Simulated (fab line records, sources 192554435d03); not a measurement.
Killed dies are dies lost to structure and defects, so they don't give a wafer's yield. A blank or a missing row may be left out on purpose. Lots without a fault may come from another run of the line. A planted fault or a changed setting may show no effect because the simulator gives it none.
fab line records | flow n5_finfet
record lots=5 wafers=15 last_day=17
route steps=1938 shown BEOL_M11@1600 BEOL_M12@1602
lots that met no fault: from a run of the same line without faults
start_h: hours from the record's first day to the start of the lot's first wafer shown | wait_h: hours since the lot's step before | " the same as in the row above | L1.1+2: a row that stands for several wafers | - no value, or no start given | * or withheld: withheld | < > ~ a bound
route shown NAME@n: a module of which the file shows steps, and the number in the route of the first | usual: mean/standard deviation of fault-free wafers | same: alike in all rows | chamber/n: place in a boat | sites: the reading at each site | _std_site: their standard deviation | _edge_site: outer sites' mean less inner sites' | radius_mm: how far each site lies from the wafer's centre | mask NAME#n: copy n | behind: the tool/chamber that last shaped the wafer | hold: why the lot was held/for how many hours/how that ended | device: the transistor (n, p or np) that didn't switch | end of line: the same wafers' tests at the end of the route | a step without rows: its recipe alone | killed: dies lost to structure and defects at the first sort, not the wafer's yield | map: a wafer's dies, x killed, . not, _ none there
set.NAME: the setting as run; set.NAME@STEP: as run at that earlier step | model.NAME: the simulator's own value behind a step, which no gauge read
lots at some steps of the route; a table a step, a row a wafer
services: from which hour (start_h, from the record's first day; less than 0 if before it) a tool's chamber was out of use, for how many hours, and why
## steps
# step N5_BEOL_M11_RS_MEAS_57
# recipe thk_meas_gauge=four-point-probe reads=Cu_of_BEOL_M11_ECD_50+Co_of_BEOL_M11_CVD_75+TaN_of_BEOL_M11_ALD_74
# usual M11_RS=0.153/0.0035
# columns lot.wafer tool chamber start_h wait_h M11_RS[ohm/sq]
L076.1 film_metro-01 - 257.87 0.0 0.153
L076.2 " - " " 0.158
L076.4 " - " " 0.150
L081.3 film_metro-01 - 291.33 0.0 0.151
L081.4 " - " " 0.157
L081.6 " - " " 0.150
L083.1 film_metro-01 - 301.61 0.0 0.152
L083.3 " - " " 0.147
L083.5 " - " " 0.155
L085.1 film_metro-02 - 334.49 0.0 0.150
L085.2 " - " " 0.150
L085.6 " - " " 0.147
L091.1 film_metro-01 - 354.63 0.0 0.158
L091.3 " - " " 0.153
L091.5 " - " " 0.156
# step N5_BEOL_M11_INSPECT_58
# recipe inspect_instrument=darkfield mode=post_dep
# usual raw_defect_count=73/23
# columns lot.wafer tool chamber start_h wait_h raw_defect_count
L076.1 defect_inspect-02 - 257.90 0.0 97
L076.2 " - " " 78
L076.4 " - " " 103
L081.3 defect_inspect-02 - 291.35 0.0 149
L081.4 " - " " 73
L081.6 " - " " 78
L083.1 defect_inspect-02 - 301.64 0.0 49
L083.3 " - " " 54
L083.5 " - " " 74
L085.1 defect_inspect-02 - 334.51 0.0 61
L085.2 " - " " 71
L085.6 " - " " 67
L091.1 defect_inspect-02 - 354.65 0.0 124
L091.3 " - " " 69
L091.5 " - " " 64
# step N5_BEOL_M12_ILD_DEP_00
# recipe material=SiOC target_thk_a=6589.2 temp_c=350 precursor=DEMS/O2 pressure_torr=5 rf_w=500 time_s=130.7
# usual heater_power_w=455/51 showerhead_plenum_p_Torr=5.694/0.012 throttle_valve_pct=12.2/0.63
# columns lot.wafer tool chamber start_h wait_h heater_power_w showerhead_plenum_p_Torr throttle_valve_pct
L076.1 pecvd-03 2 257.93 0.0 477 5.701 11.2
L076.2 " 1 " " 502 5.703 13.0
L076.4 " 0 " " 461 5.706 11.6
L081.3 pecvd-02 2 291.39 0.0 514 5.683 12.6
L081.4 " 1 " " 474 5.688 11.8
L081.6 " 0 " " 343 5.699 12.9
L083.1 pecvd-02 2 301.68 0.0 508 5.689 12.0
L083.3 " 1 " " 468 5.688 12.0
L083.5 " 0 " " 388 5.709 12.8
L085.1 pecvd-03 0 334.55 0.0 475 5.697 11.9
L085.2 " 1 " " 500 5.708 12.5
L085.6 " 1 " " 505 5.714 12.8
L091.1 pecvd-03 0 354.69 0.0 468 5.703 12.0
L091.3 " 1 " " 554 5.690 12.6
L091.5 " 2 " " 486 5.682 11.2
# step N5_BEOL_M12_THK_MEAS_01
# recipe reads=SiOC_of_BEOL_M12_ILD_DEP_00
# usual M12_ILD_THK=658/8.1
# columns lot.wafer tool chamber start_h wait_h M12_ILD_THK[nm]
L076.1 film_metro-02 - 258.06 0.1 655
L076.2 " - " " 654
L076.4 " - " " 664
L081.3 film_metro-01 - 291.52 0.1 654
L081.4 " - " " 650
L081.6 " - " " 659
L083.1 film_metro-01 - 301.81 0.1 656
L083.3 " - " " 647
L083.5 " - " " 657
L085.1 film_metro-01 - 334.68 0.1 645
L085.2 " - " " 641
L085.6 " - " " 658
L091.1 film_metro-01 - 354.82 0.1 656
L091.3 " - " " 651
L091.5 " - " " 666
# step N5_BEOL_M12_COAT_58
# recipe resist=BARC temp_c=205 time_s=60 spin_rpm=1500 resist_thk_nm=89
# usual resist_line_temp_C=22.99/0.11
# columns lot.wafer tool chamber start_h wait_h resist_line_temp_C
L076.1 litho_track-02 0 258.10 0.0 23.00
L076.2 " 0 " " 23.02
L076.4 " 0 " " 23.12
L081.3 litho_track-05 0 291.55 0.0 23.12
L081.4 " 0 " " 23.12
L081.6 " 0 " " 23.09
L083.1 litho_track-05 0 301.84 0.0 22.93
L083.3 " 0 " " 22.94
L083.5 " 0 " " 23.02
L085.1 litho_track-03 0 334.71 0.0 22.97
L085.2 " 0 " " 22.94
L085.6 " 0 " " 22.92
L091.1 litho_track-03 0 354.85 0.0 23.09
L091.3 " 0 " " 23.10
L091.5 " 0 " " 22.91
# step N5_BEOL_M12_COAT_04
# recipe spin_rpm=1625 resist_thk_nm=400
# usual resist_line_temp_C=22.98/0.1
# columns lot.wafer tool chamber start_h wait_h resist_line_temp_C
L076.1 litho_track-02 0 - - 23.09
L076.2 " 0 " " 23.06
L076.4 " 0 " " 23.28
L081.3 litho_track-05 0 - - 22.89
L081.4 " 0 " " 22.96
L081.6 " 0 " " 22.83
L083.1 litho_track-05 0 - - 23.00
L083.3 " 0 " " 22.97
L083.5 " 0 " " 22.95
L085.1 litho_track-03 0 - - 22.93
L085.2 " 0 " " 22.94
L085.6 " 0 " " 22.87
L091.1 litho_track-03 0 - - 23.02
L091.3 " 0 " " 23.02
L091.5 " 0 " " 23.22
# step N5_BEOL_M12_EBR_06
# recipe solvent=PGMEA ebr_width_mm=1.5
# usual resist_line_temp_C=23.03/0.092
# columns lot.wafer tool chamber start_h wait_h resist_line_temp_C
L076.1 litho_track-02 0 - - 22.94
L076.2 " 0 " " 22.91
L076.4 " 0 " " 22.91
L081.3 litho_track-05 0 - - 23.02
L081.4 " 0 " " 23.11
L081.6 " 0 " " 22.92
L083.1 litho_track-05 0 - - 23.08
L083.3 " 0 " " 23.14
L083.5 " 0 " " 22.96
L085.1 litho_track-03 0 - - 22.89
L085.2 " 0 " " 23.06
L085.6 " 0 " " 23.10
L091.1 litho_track-03 0 - - 23.02
L091.3 " 0 " " 23.03
L091.5 " 0 " " 23.01
# step N5_BEOL_M12_SOFTBAKE_05
# recipe temp_c=130 time_s=60
# usual resist_line_temp_C=23.00/0.098
# columns lot.wafer tool chamber start_h wait_h resist_line_temp_C
L076.1 litho_track-02 0 - - 22.87
L076.2 " 0 " " 22.92
L076.4 " 0 " " 22.89
L081.3 litho_track-05 0 - - 23.01
L081.4 " 0 " " 23.05
L081.6 " 0 " " 23.10
L083.1 litho_track-05 0 - - 22.97
L083.3 " 0 " " 23.17
L083.5 " 0 " " 23.03
L085.1 litho_track-03 0 - - 23.11
L085.2 " 0 " " 22.98
L085.6 " 0 " " 23.03
L091.1 litho_track-03 0 - - 23.09
L091.3 " 0 " " 22.97
L091.5 " 0 " " 23.13
# step N5_BEOL_M12_EXPOSE_07
# recipe mask_id=V11 na=0.93 source_shape=conventional sigma_outer=0.6 polarization=unpolarized attpsm_phase_deg=180 dose_mj=32.5
# columns lot.wafer tool chamber start_h wait_h mask
L076.1+2+4 krf_scanner-01 0 258.32 - V11#0
L081.3+4+6 krf_scanner-01 0 291.66 - V11#0
L083.1+3+5 krf_scanner-02 0 301.94 - V11#0
L085.1+2+6 krf_scanner-01 0 334.85 - V11#0
L091.1+3+5 krf_scanner-02 0 354.95 - V11#0
# step N5_BEOL_M12_PEB_08
# recipe peb_temp_c=130 peb_time_s=90
# usual resist_line_temp_C=22.99/0.11
# columns lot.wafer tool chamber start_h wait_h resist_line_temp_C
L076.1 litho_track-02 0 258.38 0.1 22.86
L076.2 " 0 " " 22.94
L076.4 " 0 " " 22.91
L081.3 litho_track-02 0 291.71 0.0 22.89
L081.4 " 0 " " 22.94
L081.6 " 0 " " 22.82
L083.1 litho_track-03 0 302.00 0.1 23.18
L083.3 " 0 " " 23.02
L083.5 " 0 " " 22.87
L085.1 litho_track-03 0 334.90 0.1 23.05
L085.2 " 0 " " 23.17
L085.6 " 0 " " 23.04
L091.1 litho_track-03 0 355.01 0.1 22.93
L091.3 " 0 " " 23.15
L091.5 " 0 " " 22.99
# step N5_BEOL_M12_DEVELOP_09
# recipe develop_time_s=45 rinse_liquid=diw dry=air_spin dev_temp_c=21
# usual resist_line_temp_C=22.98/0.11
# columns lot.wafer tool chamber start_h wait_h resist_line_temp_C
L076.1 litho_track-02 0 - - 22.87
L076.2 " 0 " " 22.96
L076.4 " 0 " " 23.16
L081.3 litho_track-02 0 - - 23.03
L081.4 " 0 " " 23.13
L081.6 " 0 " " 23.09
L083.1 litho_track-03 0 - - 23.00
L083.3 " 0 " " 23.02
L083.5 " 0 " " 22.94
L085.1 litho_track-03 0 - - 23.04
L085.2 " 0 " " 23.00
L085.6 " 0 " " 23.07
L091.1 litho_track-03 0 - - 22.93
L091.3 " 0 " " 22.96
L091.5 " 0 " " 23.17
# step N5_BEOL_M12_HARDBAKE_14
# recipe temp_c=130 time_s=120
# usual resist_line_temp_C=23.01/0.1
# columns lot.wafer tool chamber start_h wait_h resist_line_temp_C
L076.1 litho_track-02 0 - - 22.97
L076.2 " 0 " " 23.03
L076.4 " 0 " " 23.14
L081.3 litho_track-02 0 - - 22.94
L081.4 " 0 " " 23.09
L081.6 " 0 " " 22.98
L083.1 litho_track-03 0 - - 23.13
L083.3 " 0 " " 23.05
L083.5 " 0 " " 23.07
L085.1 litho_track-03 0 - - 22.96
L085.2 " 0 " " 22.91
L085.6 " 0 " " 23.05
L091.1 litho_track-03 0 - - 23.06
L091.3 " 0 " " 22.95
L091.5 " 0 " " 23.19
# step N5_BEOL_M12_CD_MEAS_10
# recipe target_cd_nm=140 landing_energy_ev=500 detector=se_inlens polarity=opening
# usual cd_nm=138.4/2
# same landing_energy_ev=500
# columns lot.wafer tool chamber start_h wait_h cd_nm
L076.1 cd_sem-03 0 258.49 - 136.5
L076.2 " 0 " " 137.1
L076.4 " 0 " " 136.6
L081.3 cd_sem-01 0 291.82 - 137.9
L081.4 " 0 " " 138.2
L081.6 " 0 " " 137.1
L083.1 cd_sem-02 0 302.11 - 134.7
L083.3 " 0 " " 135.1
L083.5 " 0 " " 135.8
L085.1 cd_sem-02 0 335.02 - 139.6
L085.2 " 0 " " 135.9
L085.6 " 0 " " 135.1
L091.1 cd_sem-02 0 355.12 - 140.9
L091.3 " 0 " " 139.4
L091.5 " 0 " " 135.7
# step N5_BEOL_M12_OVL_MEAS_11
# recipe points_per_wafer=44
# usual V11_OVL=0/4.4
# columns lot.wafer tool chamber start_h wait_h V11_OVL[nm]
L076.1 overlay-01 0 258.52 0.0 3
L076.2 " 0 " " -3
L076.4 " 0 " " -1
L081.3 overlay-01 0 291.85 0.0 -9
L081.4 " 0 " " 0
L081.6 " 0 " " 3
L083.1 overlay-01 0 302.14 0.0 0
L083.3 " 0 " " 1
L083.5 " 0 " " -2
L085.1 overlay-02 0 335.05 0.0 -3
L085.2 " 0 " " -2
L085.6 " 0 " " -4
L091.1 overlay-01 0 355.15 0.0 0
L091.3 " 0 " " -7
L091.5 " 0 " " -6
# step N5_BEOL_M12_INSPECT_12
# recipe mode=adi inspect_instrument=macro
# usual raw_defect_count=2.1/1.4
# columns lot.wafer tool chamber start_h wait_h raw_defect_count
L076.1 defect_inspect-01 - 258.55 0.0 3
L076.2 " - " " 1
L076.4 " - " " 3
L081.3 defect_inspect-01 - 291.88 0.0 4
L081.4 " - " " 4
L081.6 " - " " 2
L083.1 defect_inspect-01 - 302.17 0.0 5
L083.3 " - " " 2
L083.5 " - " " 1
L085.1 defect_inspect-01 - 335.07 0.0 3
L085.2 " - " " 1
L085.6 " - " " 1
L091.1 defect_inspect-02 - 355.18 0.0 0
L091.3 " - " " 3
L091.5 " - " " 1
# step N5_BEOL_M12_DESCUM_15
# recipe chemistry=O2 time_s=7.9 source_power_w=50 bias_power_w=20 pressure_mtorr=20 rf_frequency_hz=2.712e+07 temp_c=40 o2_flow_sccm=225
# usual drypump_motor_current_A=5.8/0.58 oes_product_au=0.79/0.087 rf_vpp_V=242.9/1.4 showerhead_plenum_p_Torr=2.08/0.077 throttle_valve_pct=20.36/0.27
# columns lot.wafer tool chamber start_h wait_h drypump_motor_current_A oes_product_au rf_hours_counter_h rf_vpp_V showerhead_plenum_p_Torr throttle_valve_pct
L076.1 rie_diel-05 0 258.58 0.0 5.2 0.65 256 243.4 2.16 20.60
L076.2 " 3 " " 6.7 0.71 236 240.6 1.96 20.61
L076.4 " 1 " " 6.0 0.81 - 242.8 2.04 20.62
L081.3 rie_diel-06 0 291.91 0.0 6.4 0.71 200 242.3 2.00 20.74
L081.4 " 3 " " 4.8 0.72 179 241.0 1.99 20.33
L081.6 " 0 " " 6.4 0.71 - 242.0 2.00 20.74
L083.1 rie_diel-01 3 302.20 0.0 5.9 0.91 30 244.3 2.12 20.05
L083.3 " 0 " " 6.2 0.87 51 244.8 2.21 19.97
L083.5 " 1 " " 5.3 0.69 - 242.4 2.06 20.71
L085.1 rie_diel-06 2 335.34 0.3 5.3 0.77 118 240.5 2.00 20.15
L085.2 " 0 " " 6.3 0.68 215 239.4 1.99 20.76
L085.6 " 0 " " 6.4 0.69 - 241.3 2.00 20.77
L091.1 rie_diel-01 0 355.42 0.2 6.2 0.84 70 245.4 2.21 20.00
L091.3 " 1 " " 5.3 0.68 234 242.2 2.05 20.74
L091.5 " 3 " " 5.9 0.87 - 243.6 2.11 20.07
# step N5_BEOL_M12_ETCH_59
# recipe chemistry=N2/H2 target=BARC target_depth_a=890 overetch_a=267 time_s=67.9 ion_energy_ev=200 pressure_mtorr=30 source_w=840 bias_w=150 n2_flow_sccm=200 h2_flow_sccm=200
# usual drypump_motor_current_A=5.8/0.58 h2_flow_sccm=199.9/0.61 oes_product_au=0.67/0.067 rf_vpp_V=523.4/2.7 showerhead_plenum_p_Torr=2.53/0.093 throttle_valve_pct=17.86/0.22
# columns lot.wafer tool chamber start_h wait_h drypump_motor_current_A h2_flow_sccm oes_product_au rf_hours_counter_h rf_vpp_V showerhead_plenum_p_Torr throttle_valve_pct
L076.1 rie_diel-05 0 258.62 0.0 5.3 200.0 0.57 256 527.0 2.62 18.10
L076.2 " 3 " " 6.7 200.9 0.61 236 520.8 2.40 18.13
L076.4 " 1 " " 6.0 199.8 0.69 - 520.6 2.47 18.11
L081.3 rie_diel-06 0 291.94 0.0 6.4 200.5 0.61 200 521.1 2.42 18.10
L081.4 " 3 " " 4.8 200.5 0.62 179 520.6 2.44 17.98
L081.6 " 0 " " 6.4 200.4 0.61 - 521.2 2.42 18.10
L083.1 rie_diel-01 3 302.23 0.0 5.9 198.1 0.76 30 524.4 2.59 17.50
L083.3 " 0 " " 6.2 200.9 0.76 51 528.0 2.70 17.68
L083.5 " 1 " " 5.3 200.2 0.61 - 523.7 2.51 18.16
L085.1 rie_diel-06 2 335.38 0.0 5.3 199.8 0.67 118 521.0 2.45 17.71
L085.2 " 0 " " 6.4 200.2 0.60 215 520.4 2.42 18.11
L085.6 " 0 " " 6.4 200.2 0.60 - 521.2 2.42 18.12
L091.1 rie_diel-01 0 355.45 0.0 6.2 199.4 0.73 70 527.9 2.70 17.69
L091.3 " 1 " " 5.2 200.7 0.59 234 523.7 2.50 18.20
L091.5 " 3 " " 5.9 199.5 0.74 - 524.5 2.58 17.54
# step N5_BEOL_M12_VIA_ETCH_16
# recipe chemistry=C4F8/O2/Ar target=SiOC pressure_mtorr=30 source_w=3000 bias_w=700 Ar_flow_sccm=400 C4F8_flow_sccm=15 O2_flow_sccm=8 he_inner_torr=15 he_outer_torr=30 target_depth_a=7248 time_s=withheld ion_energy_ev=250 ends=cleared
# usual drypump_motor_current_A=5.8/0.58 oes_product_au=0.71/0.077 rf_vpp_V=665/3.4 showerhead_plenum_p_Torr=3.38/0.11 throttle_valve_pct=24.07/0.24
# columns lot.wafer tool chamber start_h wait_h drypump_motor_current_A oes_product_au rf_vpp_V showerhead_plenum_p_Torr throttle_valve_pct
L076.1 rie_diel-05 0 258.67 0.0 5.3 0.58 667 3.47 24.10
L076.2 " 3 " " 6.7 0.63 660 3.23 24.39
L076.4 " 1 " " 6.0 0.72 663 3.32 24.32
L081.3 rie_diel-06 0 292.00 0.0 6.5 0.63 661 3.26 24.41
L081.4 " 3 " " 4.8 0.66 661 3.27 24.13
L081.6 " 0 " " 6.4 0.63 662 3.26 24.41
L083.1 rie_diel-01 3 302.29 0.0 5.9 0.81 667 3.46 23.84
L083.3 " 0 " " 6.2 0.78 671 3.61 23.82
L083.5 " 1 " " 5.3 0.62 665 3.36 24.40
L085.1 rie_diel-06 2 335.43 0.0 5.3 0.70 661 3.28 23.88
L085.2 " 0 " " 6.4 0.63 662 3.25 24.43
L085.6 " 0 " " 6.4 0.61 662 3.25 24.41
L091.1 rie_diel-01 0 355.51 0.0 6.2 0.77 669 3.60 23.86
L091.3 " 1 " " 5.3 0.61 665 3.35 24.42
L091.5 " 3 " " 5.9 0.79 669 3.45 23.88
# step N5_BEOL_M12_STRIP_63
# recipe chemistry=N2/H2 power_w=1000 temp_c=250 h2_frac=0.65 overash_fraction=0.3 pressure_mtorr=1000 n2_flow_sccm=1750 h2_flow_sccm=3250
# usual drypump_motor_current_A=5.7/0.44 h2_flow_sccm=3250/8.6 heater_power_w=316/21 oes_product_au=0.693/0.0048 strip_time_to_endpoint_s=42.5/0.91
# columns lot.wafer tool chamber start_h wait_h drypump_motor_current_A h2_flow_sccm heater_power_w oes_product_au rf_hours_counter_h strip_time_to_endpoint_s
L076.1 plasma_asher-01 0 258.87 - 5.6 3241 330 0.706 124 43.3
L076.2 " 1 " " 6.3 3252 318 0.695 124 43.3
L076.4 " 0 " " 5.6 3249 338 0.693 - 41.7
L081.3 plasma_asher-01 1 292.22 - 6.3 3246 317 0.696 - 42.8
L081.4 " 0 " " 5.6 3244 332 0.694 - 41.6
L081.6 " 1 " " 6.3 3239 307 0.690 - 42.3
L083.1 plasma_asher-01 0 302.53 - 5.7 3233 324 0.695 133 41.4
L083.3 " 0 " " 5.7 3247 327 0.694 - 42.7
L083.5 " 0 " " 5.6 3243 326 0.692 - 42.7
L085.1 plasma_asher-01 1 335.63 - 6.3 3258 322 0.691 140 43.8
L085.2 " 0 " " 5.6 3237 331 0.692 140 44.3
L085.6 " 0 " " 5.6 3234 329 0.699 - 42.8
L091.1 plasma_asher-01 1 355.71 - 6.3 3260 313 0.689 143 42.8
L091.3 " 1 " " 6.3 3267 327 0.695 - 43.8
L091.5 " 0 " " 5.7 3230 334 0.690 - 41.7
# step N5_BEOL_M12_STRIP_64
# recipe chemistry=N2/H2 power_w=1000 temp_c=250 h2_frac=0.65 overash_fraction=0.3 pressure_mtorr=withheld n2_flow_sccm=1750 h2_flow_sccm=3250
# usual drypump_motor_current_A=5.7/0.44 h2_flow_sccm=3250/9.6 heater_power_w=316/23 oes_product_au=0.715/0.0048 strip_time_to_endpoint_s=31.30/0.082
# columns lot.wafer tool chamber start_h wait_h drypump_motor_current_A h2_flow_sccm heater_power_w oes_product_au rf_hours_counter_h strip_time_to_endpoint_s
L076.1 plasma_asher-01 0 258.93 0.0 5.6 3257 327 0.710 124 31.28
L076.2 " 1 " " 6.3 3256 319 0.719 124 31.28
L076.4 " 0 " " 5.6 3243 334 0.713 - 31.28
L081.3 plasma_asher-01 1 292.28 0.0 6.3 3239 316 0.712 - 31.34
L081.4 " 0 " " 5.6 3239 330 0.709 - 31.30
L081.6 " 1 " " 6.2 3243 316 0.718 - 31.27
L083.1 plasma_asher-01 0 302.59 0.0 5.6 3258 331 0.719 133 31.26
L083.3 " 0 " " 5.6 3247 330 0.712 - 31.21
L083.5 " 0 " " 5.7 3249 326 0.718 - 31.27
L085.1 plasma_asher-01 1 335.69 0.0 6.3 3246 312 0.715 140 31.47
L085.2 " 0 " " 5.6 3247 330 0.712 140 31.43
L085.6 " 0 " " 5.6 3255 342 0.714 - 31.40
L091.1 plasma_asher-01 1 355.77 0.0 6.3 3255 311 0.717 143 31.35
L091.3 " 1 " " 6.3 3261 319 0.718 - 31.21
L091.5 " 0 " " 5.6 3247 335 0.719 - 31.27
# step N5_BEOL_M12_STRIP_71
# recipe chemistry=post_etch_residue_remover time_s=60 temp_c=25 remover_ph=withheld remover_water_wt_pct=withheld remover_fluoride_wt_pct=withheld
# columns lot.wafer tool chamber start_h wait_h
L076.1+2+4 wet_bench-01 2,3,1 259.01 0.1
L081.3+4+6 wet_bench-02 1,7,6 292.35 0.1
L083.1+3+5 wet_bench-02 4,2,0 302.68 0.1
L085.1+2+6 wet_bench-01 4,2,3 335.78 0.1
L091.1+3+5 wet_bench-01 2,5,1 355.85 0.1
# step N5_BEOL_M12_SRD_72
# recipe time_s=30 temp_c=23 rinse_liquid=diw dry=n2_spin spin_rpm=1500 dry_time_s=30
# columns lot.wafer tool chamber start_h wait_h
L076.1+2+4 wet_bench-01 2,3,1 259.03 0.0
L081.3+4+6 wet_bench-02 1,7,6 292.37 0.0
L083.1+3+5 wet_bench-02 4,2,0 302.70 0.0
L085.1+2+6 wet_bench-01 4,2,3 335.81 0.0
L091.1+3+5 wet_bench-01 2,5,1 355.87 0.0
# step N5_BEOL_M12_CD_MEAS_17
# recipe target_cd_nm=140 polarity=opening
# usual cd_nm=138.8/2.2
# columns lot.wafer tool chamber start_h wait_h cd_nm
L076.1 cd_sem-02 - 259.07 0.0 134.9
L076.2 " - " " 137.1
L076.4 " - " " 137.4
L081.3 cd_sem-03 - 292.42 0.0 138.2
L081.4 " - " " 139.5
L081.6 " - " " 137.9
L083.1 cd_sem-01 - 302.74 0.0 136.7
L083.3 " - " " 136.1
L083.5 " - " " 136.3
L085.1 cd_sem-01 - 335.87 0.0 138.7
L085.2 " - " " 137.4
L085.6 " - " " 135.8
L091.1 cd_sem-03 - 355.91 0.0 141.1
L091.3 " - " " 139.7
L091.5 " - " " 135.3
# step N5_BEOL_M12_COAT_65
# recipe resist=SOC temp_c=250 time_s=60 spin_rpm=1500 resist_thk_nm=300
# usual resist_line_temp_C=22.99/0.12
# columns lot.wafer tool chamber start_h wait_h resist_line_temp_C
L076.1 litho_track-05 0 259.11 0.0 23.00
L076.2 " 0 " " 23.16
L076.4 " 0 " " 23.11
L081.3 litho_track-03 0 292.46 0.0 23.00
L081.4 " 0 " " 23.01
L081.6 " 0 " " 23.01
L083.1 litho_track-05 0 302.77 0.0 22.87
L083.3 " 0 " " 23.00
L083.5 " 0 " " 22.89
L085.1 litho_track-03 0 335.91 0.0 23.03
L085.2 " 0 " " 22.94
L085.6 " 0 " " 23.12
L091.1 litho_track-05 0 355.95 0.0 23.01
L091.3 " 0 " " 22.71
L091.5 " 0 " " 22.96
# step N5_BEOL_M12_COAT_66
# recipe resist=SiARC temp_c=220 time_s=60 spin_rpm=1500 resist_thk_nm=110
# usual resist_line_temp_C=23.01/0.095
# columns lot.wafer tool chamber start_h wait_h resist_line_temp_C
L076.1 litho_track-05 0 - - 23.28
L076.2 " 0 " " 23.04
L076.4 " 0 " " 23.26
L081.3 litho_track-03 0 - - 22.94
L081.4 " 0 " " 22.73
L081.6 " 0 " " 22.91
L083.1 litho_track-05 0 - - 22.90
L083.3 " 0 " " 23.11
L083.5 " 0 " " 23.07
L085.1 litho_track-03 0 - - 23.13
L085.2 " 0 " " 22.98
L085.6 " 0 " " 23.21
L091.1 litho_track-05 0 - - 23.01
L091.3 " 0 " " 22.93
L091.5 " 0 " " 22.96
# step N5_BEOL_M12_COAT_22
# recipe spin_rpm=2888 resist_thk_nm=300
# usual resist_line_temp_C=23.02/0.093
# columns lot.wafer tool chamber start_h wait_h resist_line_temp_C
L076.1 litho_track-05 0 - - 23.07
L076.2 " 0 " " 23.06
L076.4 " 0 " " 23.03
L081.3 litho_track-03 0 - - 22.98
L081.4 " 0 " " 22.99
L081.6 " 0 " " 23.02
L083.1 litho_track-05 0 - - 23.09
L083.3 " 0 " " 22.93
L083.5 " 0 " " 22.96
L085.1 litho_track-03 0 - - 23.07
L085.2 " 0 " " 23.04
L085.6 " 0 " " 23.06
L091.1 litho_track-05 0 - - 23.16
L091.3 " 0 " " 23.08
L091.5 " 0 " " 23.07
# step N5_BEOL_M12_EBR_24
# recipe solvent=PGMEA ebr_width_mm=1.5
# usual resist_line_temp_C=23.00/0.11
# columns lot.wafer tool chamber start_h wait_h resist_line_temp_C
L076.1 litho_track-05 0 - - 22.86
L076.2 " 0 " " 22.82
L076.4 " 0 " " 22.99
L081.3 litho_track-03 0 - - 23.08
L081.4 " 0 " " 22.93
L081.6 " 0 " " 23.13
L083.1 litho_track-05 0 - - 23.06
L083.3 " 0 " " 23.04
L083.5 " 0 " " 22.94
L085.1 litho_track-03 0 - - 22.99
L085.2 " 0 " " 22.90
L085.6 " 0 " " 22.88
L091.1 litho_track-05 0 - - 23.08
L091.3 " 0 " " 22.88
L091.5 " 0 " " 22.83
# step N5_BEOL_M12_SOFTBAKE_23
# recipe temp_c=130 time_s=60
# usual resist_line_temp_C=22.97/0.11
# columns lot.wafer tool chamber start_h wait_h resist_line_temp_C
L076.1 litho_track-05 0 - - 22.68
L076.2 " 0 " " 22.87
L076.4 " 0 " " 22.86
L081.3 litho_track-03 0 - - 23.23
L081.4 " 0 " " 23.05
L081.6 " 0 " " 23.15
L083.1 litho_track-05 0 - - 22.94
L083.3 " 0 " " 23.02
L083.5 " 0 " " 22.95
L085.1 litho_track-03 0 - - 22.95
L085.2 " 0 " " 23.01
L085.6 " 0 " " 23.02
L091.1 litho_track-05 0 - - 23.11
L091.3 " 0 " " 23.11
L091.5 " 0 " " 23.18
# step N5_BEOL_M12_EXPOSE_25
# recipe mask_id=M12 na=0.93 source_shape=conventional sigma_outer=0.4 polarization=unpolarized dose_mj=21.8
# columns lot.wafer tool chamber start_h wait_h mask
L076.1+2+4 krf_scanner-01 0 259.35 - M12#0
L081.3+4+6 krf_scanner-01 0 292.59 - M12#0
L083.1+3+5 krf_scanner-02 0 303.02 - M12#0
L085.1+2+6 krf_scanner-02 0 336.03 - M12#0
L091.1+3+5 krf_scanner-02 0 356.07 - M12#0
# step N5_BEOL_M12_PEB_26
# recipe peb_temp_c=130 peb_time_s=90
# usual resist_line_temp_C=23.03/0.12
# columns lot.wafer tool chamber start_h wait_h resist_line_temp_C
L076.1 litho_track-02 0 259.41 0.1 23.02
L076.2 " 0 " " 23.04
L076.4 " 0 " " 23.07
L081.3 litho_track-03 0 292.64 0.0 22.99
L081.4 " 0 " " 22.90
L081.6 " 0 " " 23.09
L083.1 litho_track-02 0 303.08 0.1 23.19
L083.3 " 0 " " 23.26
L083.5 " 0 " " 23.19
L085.1 litho_track-05 0 336.08 0.1 23.02
L085.2 " 0 " " 23.05
L085.6 " 0 " " 23.06
L091.1 litho_track-05 0 356.12 0.1 22.85
L091.3 " 0 " " 22.73
L091.5 " 0 " " 22.85
# step N5_BEOL_M12_DEVELOP_27
# recipe develop_time_s=45 rinse_liquid=diw dry=air_spin dev_temp_c=21
# usual resist_line_temp_C=22.99/0.1
# columns lot.wafer tool chamber start_h wait_h resist_line_temp_C
L076.1 litho_track-02 0 - - 23.10
L076.2 " 0 " " 23.10
L076.4 " 0 " " 23.05
L081.3 litho_track-03 0 - - 23.03
L081.4 " 0 " " 23.08
L081.6 " 0 " " 23.07
L083.1 litho_track-02 0 - - 23.01
L083.3 " 0 " " 23.06
L083.5 " 0 " " 22.92
L085.1 litho_track-05 0 - - 23.11
L085.2 " 0 " " 22.90
L085.6 " 0 " " 23.10
L091.1 litho_track-05 0 - - 22.78
L091.3 " 0 " " 22.99
L091.5 " 0 " " 22.91
# step N5_BEOL_M12_HARDBAKE_32
# recipe temp_c=130 time_s=120
# usual resist_line_temp_C=22.98/0.11
# columns lot.wafer tool chamber start_h wait_h resist_line_temp_C
L076.1 litho_track-02 0 - - 23.09
L076.2 " 0 " " 22.88
L076.4 " 0 " " 22.88
L081.3 litho_track-03 0 - - 22.92
L081.4 " 0 " " 23.04
L081.6 " 0 " " 23.15
L083.1 litho_track-02 0 - - 23.25
L083.3 " 0 " " 23.03
L083.5 " 0 " " 23.07
L085.1 litho_track-05 0 - - 22.79
L085.2 " 0 " " 22.94
L085.6 " 0 " " 23.01
L091.1 litho_track-05 0 - - 23.12
L091.3 " 0 " " 23.07
L091.5 " 0 " " 23.05
## services
# columns tool chamber start_h hours kind
rie_diel-05 - 236.83 0.2 repair
rie_diel-06 2 241.76 6.5 repair
pecvd-02 - 246.63 2.5 repair
krf_scanner-02 - 252.40 34.7 repair
rie_diel-01 1 255.42 3.4 repair
litho_track-05 - 261.76 - consumable_replace:filter
krf_scanner-01 - 264.18 0.2 repair
rie_diel-05 0 265.60 - clean
rie_diel-01 2 270.68 4.7 repair
rie_diel-05 - 273.86 14.6 pm
krf_scanner-01 - 276.50 1.3 pm
krf_scanner-02 0 291.16 - calibration
krf_scanner-02 - 292.50 1.3 pm
rie_diel-05 3 314.94 11.0 repair
pecvd-02 1 315.25 3.4 repair
krf_scanner-01 - 324.96 1.0 pm
pecvd-02 - 328.67 1.5 repair
rie_diel-06 3 333.55 2.8 repair
krf_scanner-02 - 333.60 0.8 pm
rie_diel-06 - 334.62 0.7 repair
krf_scanner-01 - 335.96 0.8 pm
pecvd-03 1 341.51 5.2 repair
litho_track-05 - 351.11 - consumable_replace:filter
rie_diel-05 1 355.36 13.1 repair
## key
fault none
